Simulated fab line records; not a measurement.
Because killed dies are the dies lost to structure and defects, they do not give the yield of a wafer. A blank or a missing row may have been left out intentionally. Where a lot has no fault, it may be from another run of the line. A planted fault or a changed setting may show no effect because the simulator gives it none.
fab line records    flow nand_harc    part 2 of 2: steps 32 to 37 of 37
record lots=5  wafers=15  last_day=32
route steps=1302 shown P_GATE@204 P_CONTACT@217
lots that met no fault: from a run of the same line without faults
start_h: the number of hours between the record's first day and the start of the first shown wafer of the lot    wait_h: hours elapsed since this lot's preceding step    " identical to the entry in the row above    L1.1+2: one row covering several wafers at once    - value missing, or start not given    * or withheld: withheld    < > ~ a bound
route shown NAME@n: NAME is a module with steps in the file, n the number in the route of the first one    usual: mean/standard deviation of fault-free wafers    same: alike in all rows    chamber/n: place in a boat    sites: the reading at each site    _std_site: standard deviation across them    _edge_site: the outer-site mean with the inner-site mean subtracted    radius_mm: how far each site lies from the wafer's centre    mask NAME#n: copy n    behind: tool/chamber where the wafer was last shaped    hold: what put the lot on hold/how long, in hours/how the hold closed    device: the transistor (n, p or np) that didn't switch    end of line: the route-end tests of the same wafers    a step with no rows: only its recipe    killed: dies lost to structure and defects at the first sort, not the wafer's yield    map: a wafer's dies, x killed, . not, _ none there
set.NAME: setting as actually run; set.NAME@STEP: the setting as run at that earlier step    model.NAME: the simulator's own value behind a step, which no gauge read
lots seen at some steps along the route; tables by step, rows by wafer
services: the hour from which a tool's chamber was out of use, counted from the record's first day as start_h (under 0 if before that day), plus the number of hours and why
## steps
# step NHARC_P_CONTACT_ETCH_35
# recipe target_depth_a=390  over_etch_frac=0.3  time_s=65  ion_energy_ev=80  cf4_flow_sccm=150  ar_flow_sccm=0  rf_w=300  bias_w=100  chemistry=CF4
# usual bias_w=100.02/0.3  chamber_pressure_mTorr=50.00/0.041  drypump_motor_current_A=5.3/0.34  oes_product_au=0.997/0.016  rf_vpp_V=151.3/1.3  showerhead_plenum_p_Torr=1.77/0.076  throttle_valve_pct=13.283/0.01
# same over_etch_frac=0.3
lot.wafer  tool         chamber  start_h  wait_h  bias_w  chamber_pressure_mTorr  drypump_motor_current_A  oes_product_au  rf_hours_counter_h  rf_vpp_V  showerhead_plenum_p_Torr  throttle_valve_pct
L074.4     rie_diel-06  0        126.50   0.1     100.18  50.04                   5.3                      1.028           8.1                 151.0     1.78                      13.274
L074.1     "            2        "        "       99.74   50.02                   5.4                      1.012           8.4                 152.0     1.73                      13.274
L074.2     "            3        "        "       100.31  50.00                   5.5                      0.999           8.8                 152.4     1.86                      13.272
L083.2     rie_diel-13  3        219.62   0.1     99.93   49.96                   5.3                      0.985           1.0                 150.1     1.67                      13.274
L083.1     "            0        "        "       99.52   50.05                   4.8                      1.028           0.9                 151.0     1.67                      13.275
L083.5     "            3        "        "       99.72   49.95                   5.3                      0.999           -                   150.8     1.67                      13.287
L091.1     rie_diel-06  1        293.78   0.1     100.48  50.03                   5.0                      0.981           8.0                 150.8     1.84                      13.281
L091.4     "            2        "        "       99.94   50.02                   5.3                      1.018           8.1                 150.9     1.72                      13.278
L091.6     "            0        "        "       100.28  49.96                   5.3                      0.998           -                   152.4     1.77                      13.275
L095.1     rie_diel-04  0        329.93   0.1     100.12  49.96                   4.9                      0.983           4.3                 152.0     1.78                      13.279
L095.2     "            3        "        "       100.08  50.03                   5.6                      0.988           3.9                 150.4     1.76                      13.289
L095.5     "            1        "        "       99.28   50.07                   5.3                      0.983           -                   152.9     1.88                      13.274
L096.2     rie_diel-04  2        338.41   0.1     99.83   50.01                   5.6                      0.985           4.3                 151.7     1.81                      13.289
L096.6     "            3        "        "       100.15  49.99                   5.5                      0.995           -                   150.8     1.76                      13.278
L096.5     "            0        "        "       100.43  50.04                   4.8                      0.989           -                   151.8     1.78                      13.269
# step NHARC_P_CONTACT_ETCH_36
# recipe target_depth_a=2600  over_etch_frac=0.25  time_s=406.25  ion_energy_ev=200  n2_flow_sccm=150  h2_flow_sccm=150  ar_flow_sccm=0  rf_w=400  bias_w=150  chemistry=N2/H2
# usual bias_w=150.0/0.44  chamber_pressure_mTorr=30.000/0.026  drypump_motor_current_A=5.3/0.33  h2_flow_sccm=150.0/0.44  oes_product_au=0.997/0.016  rf_vpp_V=430.6/2.8  showerhead_plenum_p_Torr=2.04/0.096  throttle_valve_pct=14.171/0.0086
# same over_etch_frac=0.25
lot.wafer  tool         chamber  start_h  wait_h  bias_w  chamber_pressure_mTorr  drypump_motor_current_A  h2_flow_sccm  oes_product_au  rf_hours_counter_h  rf_vpp_V  showerhead_plenum_p_Torr  throttle_valve_pct
L074.1     rie_diel-06  2        -        -       150.1   30.007                  5.4                      150.0         1.014           8.5                 429.4     1.99                      14.176
L074.4     "            3        "        "       149.7   30.013                  5.5                      150.5         1.013           8.8                 433.9     2.15                      14.188
L074.2     "            1        "        "       150.1   30.015                  5.0                      150.2         1.003           8.7                 432.0     2.13                      14.187
L083.1     rie_diel-13  0        -        -       149.3   30.002                  4.8                      150.1         1.026           1.0                 426.6     1.91                      14.160
L083.2     "            2        "        "       150.2   29.986                  5.5                      149.1         0.978           1.1                 435.5     2.18                      14.169
L083.5     "            0        "        "       149.8   29.990                  4.8                      149.9         1.028           -                   425.7     1.91                      14.183
L091.4     rie_diel-06  0        -        -       150.7   29.966                  5.3                      150.0         0.991           7.7                 430.3     2.05                      14.181
L091.1     "            1        "        "       150.4   29.978                  5.1                      149.6         0.982           8.1                 432.0     2.13                      14.165
L091.6     "            0        "        "       150.5   29.979                  5.3                      149.9         0.988           -                   432.9     2.05                      14.172
L095.1     rie_diel-04  2        -        -       150.0   30.034                  5.6                      150.2         0.979           3.9                 431.2     2.09                      14.174
L095.2     "            3        "        "       149.7   30.005                  5.5                      149.4         0.984           4.0                 430.8     2.03                      14.168
L095.5     "            2        "        "       149.1   30.021                  5.6                      150.1         0.982           -                   432.8     2.09                      14.165
L096.2     rie_diel-04  0        -        -       150.0   29.976                  4.9                      150.4         0.985           4.9                 430.1     2.06                      14.192
L096.6     "            2        "        "       149.5   29.966                  5.6                      150.7         0.996           -                   432.9     2.09                      14.175
L096.5     "            3        "        "       150.4   29.991                  5.5                      150.0         1.006           -                   430.9     2.03                      14.180
# step NHARC_P_CONTACT_ETCH_18
# recipe target_depth_a=4810  time_s=240.5  c4f8_flow_sccm=20  o2_flow_sccm=10  ar_flow_sccm=withheld  rf_w=600  bias_w=1500  chemistry=C4F8/O2/Ar
# usual bias_w=1501/4.6  chamber_pressure_mTorr=25.001/0.027  oes_product_au=0.958/0.018  rf_vpp_V=979/6.3
lot.wafer  tool         chamber  start_h  wait_h  bias_w  chamber_pressure_mTorr  oes_product_au  rf_hours_counter_h  rf_vpp_V
L074.1     rie_diel-06  2        -        -       1500    25.025                  0.979           8.7                 975
L074.2     "            3        "        "       1510    24.995                  0.966           9.0                 984
L074.4     "            0        "        "       1506    24.987                  0.976           8.2                 980
L083.2     rie_diel-13  2        -        -       1495    25.013                  0.927           1.2                 986
L083.1     "            3        "        "       1501    24.987                  0.958           1.3                 972
L083.5     "            0        "        "       1501    25.033                  0.993           -                   971
L091.1     rie_diel-06  3        -        -       1504    24.966                  0.939           6.5                 985
L091.4     "            0        "        "       1513    24.876                  0.951           8.0                 978
L091.6     "            3        "        "       1502    25.043                  0.934           -                   984
L095.2     rie_diel-04  3        -        -       1501    25.019                  0.972           4.2                 978
L095.1     "            1        "        "       1496    24.988                  0.954           3.4                 985
L095.5     "            0        "        "       1497    24.976                  0.966           -                   981
L096.2     rie_diel-04  3        -        -       1504    24.961                  0.947           4.8                 977
L096.6     "            1        "        "       1504    25.011                  0.962           -                   987
L096.5     "            2        "        "       1494    24.976                  0.942           -                   981
# step NHARC_P_CONTACT_STRIP_37
# recipe c4f8_flow_sccm=withheld  o2_flow_sccm=8  ar_flow_sccm=withheld  bias_w=0  chemistry=C4F8/O2/Ar
lot.wafer   tool         chamber  start_h  wait_h
L074.4+2+1  rie_diel-06  2,3,1    -        -
L083.2+1+5  rie_diel-13  2,3,3    -        -
L091.1+4+6  rie_diel-06  1,2,3    -        -
L095.2+1+5  rie_diel-04  3,1,2    -        -
L096.2+6+5  rie_diel-04  0,2,3    -        -
# step NHARC_P_CONTACT_ETCH_31
# recipe target_depth_a=300  time_s=85.7  ion_energy_ev=120  over_etch_frac=1  ch3f_flow_sccm=50  o2_flow_sccm=30  ar_flow_sccm=200  rf_w=500  bias_w=100  chemistry=CH3F/O2
# usual bias_w=100.02/0.28  chamber_pressure_mTorr=24.999/0.024  drypump_motor_current_A=5.3/0.33  oes_product_au=0.974/0.016  rf_vpp_V=244.6/1.7  showerhead_plenum_p_Torr=2.47/0.11  throttle_valve_pct=20.663/0.0091
# same over_etch_frac=1
lot.wafer  tool         chamber  start_h  wait_h  bias_w  chamber_pressure_mTorr  drypump_motor_current_A  oes_product_au  rf_hours_counter_h  rf_vpp_V  showerhead_plenum_p_Torr  throttle_valve_pct
L074.4     rie_diel-06  1        -        -       99.75   24.968                  5.0                      0.999           8.9                 246.0     2.56                      20.666
L074.2     "            2        "        "       100.16  24.942                  5.3                      0.998           8.8                 243.3     2.40                      20.675
L074.1     "            0        "        "       99.73   24.988                  5.3                      0.995           8.3                 243.7     2.47                      20.678
L083.1     rie_diel-13  2        -        -       100.45  25.011                  5.5                      0.941           1.2                 248.1     2.62                      20.663
L083.2     "            3        "        "       99.69   25.008                  5.3                      0.970           1.4                 243.0     2.32                      20.675
L083.5     "            2        "        "       100.20  24.991                  5.5                      0.950           -                   244.9     2.62                      20.670
L091.4     rie_diel-06  0        -        -       99.77   24.965                  5.3                      0.966           8.0                 244.0     2.46                      20.680
L091.1     "            2        "        "       99.66   24.959                  5.4                      0.984           8.4                 244.4     2.40                      20.669
L091.6     "            3        "        "       99.86   25.023                  5.5                      0.962           -                   246.5     2.58                      20.668
L095.1     rie_diel-04  2        -        -       100.26  25.029                  5.6                      0.964           4.1                 245.0     2.52                      20.655
L095.2     "            3        "        "       100.04  24.999                  5.5                      0.977           4.3                 244.5     2.45                      20.669
L095.5     "            2        "        "       100.33  24.994                  5.5                      0.966           -                   245.6     2.52                      20.653
L096.2     rie_diel-04  3        -        -       99.98   25.063                  5.5                      0.965           4.8                 244.3     2.45                      20.673
L096.6     "            3        "        "       100.23  25.000                  5.5                      0.952           -                   244.1     2.45                      20.671
L096.5     "            0        "        "       100.50  25.004                  4.9                      0.958           -                   245.2     2.48                      20.669
# step NHARC_P_CONTACT_CD_MEAS_19
# usual cd_nm=91.3/2
lot.wafer  tool       chamber  start_h  wait_h  cd_nm
L074.1     cd_sem-02  -        127.29   -       91.3
L074.2     "          -        "        "       93.5
L074.4     "          -        "        "       93.4
L083.1     cd_sem-03  -        220.40   -       93.2
L083.2     "          -        "        "       91.1
L083.5     "          -        "        "       92.8
L091.1     cd_sem-01  -        294.56   -       87.5
L091.4     "          -        "        "       90.1
L091.6     "          -        "        "       90.6
L095.1     cd_sem-01  -        330.72   -       90.1
L095.2     "          -        "        "       93.0
L095.5     "          -        "        "       90.9
L096.2     cd_sem-01  -        339.18   -       93.1
L096.5     "          -        "        "       91.9
L096.6     "          -        "        "       92.0
## services
tool             chamber  start_h  hours  kind
pvd_sputter-02   -        104.05   10.0   pm
rie_diel-13      2        104.89   2.6    repair
rie_diel-06      -        130.20   9.0    pm
rie_diel-13      3        154.41   2.4    repair
rie_diel-04      3        154.68   3.9    repair
litho_track-01   -        155.00   7.0    pm
rie_diel-13      2        160.93   2.7    repair
rie_diel-13      -        165.01   9.0    pm
rie_diel-04      -        177.93   9.0    pm
litho_track-06   -        179.00   7.0    pm
rie_diel-04      1        190.74   25.3   repair
rie_diel-04      2        192.19   5.4    repair
pvd_sputter-01   -        196.05   4.3    repair
rie_diel-04      3        196.36   3.9    repair
litho_track-04   -        203.00   7.0    pm
pvd_sputter-01   -        226.00   10.0   pm
rie_diel-06      1        245.60   1.4    repair
plasma_asher-02  -        249.41   9.0    pm
pvd_sputter-01   -        250.83   0.5    repair
pvd_sputter-02   -        268.20   1.1    repair
pvd_sputter-02   -        282.05   10.0   pm
rie_diel-06      -        307.20   9.0    pm
rie_diel-04      2        312.69   9.3    repair
litho_track-01   -        330.00   7.0    pm
